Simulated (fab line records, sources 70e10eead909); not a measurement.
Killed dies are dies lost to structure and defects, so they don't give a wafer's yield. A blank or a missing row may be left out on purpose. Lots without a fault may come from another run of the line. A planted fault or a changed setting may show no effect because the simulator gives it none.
Which tool did it? | flow nand_harc | 6 lots, 18 wafers sampled, at 3 steps of a route of 1302

WHAT THE GAUGES READ, wafer by wafer
NHARC_P_GATE_CD_MEAS_59: target cd 720 nm.
lot  | measured     | on        | cd_nm (nm)
L289 | day 6 07:59  | cd_sem-03 | 721.6 722.5 720.3
L291 | day 7 09:12  | cd_sem-02 | 718.8 716.2 719.0
L294 | day 8 06:55  | cd_sem-02 | 717.2 718.2 716.1
L296 | day 9 07:37  | cd_sem-03 | 718.7 720.7 720.6
L298 | day 10 00:13 | cd_sem-01 | 717.9 719.9 718.4
L306 | day 13 08:22 | cd_sem-01 | 719.4 720.1 717.8

WHICH TOOL RAN EACH LOT (tool, then ch and the chambers of the sampled wafers, then the start)
lot  | NHARC_P_ZERO_WELL_DESCUM_54       | NHARC_P_GATE_EXPOSE_56
L289 | rie_diel-03 ch 2,3, day 2 22:01   | krf_scanner-04 ch 0, day 6 07:50
L291 | rie_diel-11 ch 0,2,3, day 3 18:01 | krf_scanner-01 ch 0, day 7 09:03
L294 | rie_diel-11 ch 0,2,3, day 5 00:02 | krf_scanner-04 ch 0, day 8 06:45
L296 | rie_diel-03 ch 1,2,3, day 5 20:07 | krf_scanner-03 ch 0, day 9 07:27
L298 | rie_diel-13 ch 0,1, day 6 15:53   | krf_scanner-01 ch 0, day 10 00:04
L306 | rie_diel-03 ch 0,3, day 9 23:43   | krf_scanner-01 ch 0, day 13 08:12
- NHARC_P_ZERO_WELL_DESCUM_54: chemistry O2, time 3 s.
- NHARC_P_GATE_EXPOSE_56: exposes mask P PSD, target cd 720 nm.

THE ANSWER, worked out from the rows above alone
Rule: what is usual is taken from the lots themselves. Put in order of their means at a reading, lots are off if they are a third of the lots or fewer, leave a main group of 4 or more, and stand apart from it by a gap of 3 or more times the standard deviation of the main group's means; of several such gaps the widest counts. A main group whose means are all the same, to the digits that the tables above print for the reading, isn't used. A lot without any number at a reading at which 4 lots or more have one is off too. The other lots that the step has rows for count as sound.
No lot is off at any reading shown: from this, nothing can be told.

WHAT THE SIMULATOR HAD PUT IN
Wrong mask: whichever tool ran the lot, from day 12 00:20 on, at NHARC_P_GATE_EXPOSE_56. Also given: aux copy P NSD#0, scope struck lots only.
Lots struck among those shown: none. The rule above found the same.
